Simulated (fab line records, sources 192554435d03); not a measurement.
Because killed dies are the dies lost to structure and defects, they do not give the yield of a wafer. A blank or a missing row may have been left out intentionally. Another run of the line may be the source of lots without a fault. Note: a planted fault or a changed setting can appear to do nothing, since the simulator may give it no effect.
Matching of chambers + flow n5-finfet + N5_BEOL_M1_ALD_98 on ald-sin-02: 4 sister chambers
The step deposits SiO2, target thk 2.5 nm, pulse time 1 s, co reactant pulse time 1 s. 8 wafers are shown with their chamber, then 8 later ones without.

## WAFERS WITH THEIR CHAMBER
| wafer  | chamber | heater-power-w (W) | precursor-pulse-height-rel |
|--------|---------|--------------------|----------------------------|
| L077.3 | 3       | 70                 | 0.980                      |
| L079.1 | 3       | 71                 | 1.024                      |
| L082.2 | 0       | 78                 | 1.001                      |
| L082.3 | 1       | 83                 | 1.024                      |
| L091.3 | 1       | 82                 | 0.994                      |
| L091.4 | 2       | 73                 | 0.981                      |
| L091.6 | 0       | 77                 | 1.010                      |
| L093.1 | 2       | 72                 | 1.014                      |

## WAFERS WITH NO CHAMBER GIVEN
| wafer  | heater-power-w (W) | precursor-pulse-height-rel |
|--------|--------------------|----------------------------|
| L093.4 | 78                 | 0.988                      |
| L093.6 | 70                 | 0.998                      |
| L094.1 | 72                 | 1.017                      |
| L094.2 | 79                 | 1.003                      |
| L094.3 | 69                 | 0.954                      |
| L095.3 | 78                 | 0.979                      |
| L095.5 | 83                 | 0.966                      |
| L095.6 | 70                 | 0.967                      |

## WHICH CHAMBER EACH WENT THROUGH
| wafer  | from the rows above     | in truth                   |
|--------|-------------------------|----------------------------|
| L093.4 | 0                       | 0                          |
| L093.6 | 3                       | 3                          |
| L094.1 | can't be placed: 2 or 3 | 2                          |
| L094.2 | 0                       | 0                          |
| L094.3 | 3                       | 3                          |
| L095.3 | 0                       | 0                          |
| L095.5 | 1                       | 1                          |
| L095.6 | 3                       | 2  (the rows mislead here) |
6 of 8 placed correctly. Unplaceable from these rows: 1, with the true chamber sitting among the candidates in 1. Wrongly placed: 1.
How it was worked out, from the rows above alone: a wafer's distance from a chamber is the root of the sum, over the readings, of the square of ((its reading less the chamber's mean) divided by the reading's scatter). If the next closest chamber is less than 2 further off than the closest, the wafer can't be placed; otherwise it belongs to the closest. The mean given for a chamber averages the wafers shown for that chamber. The scatter: take each reading less its chamber's mean, square it, sum over the shown wafers, divide by the number of wafers less the number of chambers, and take the root.
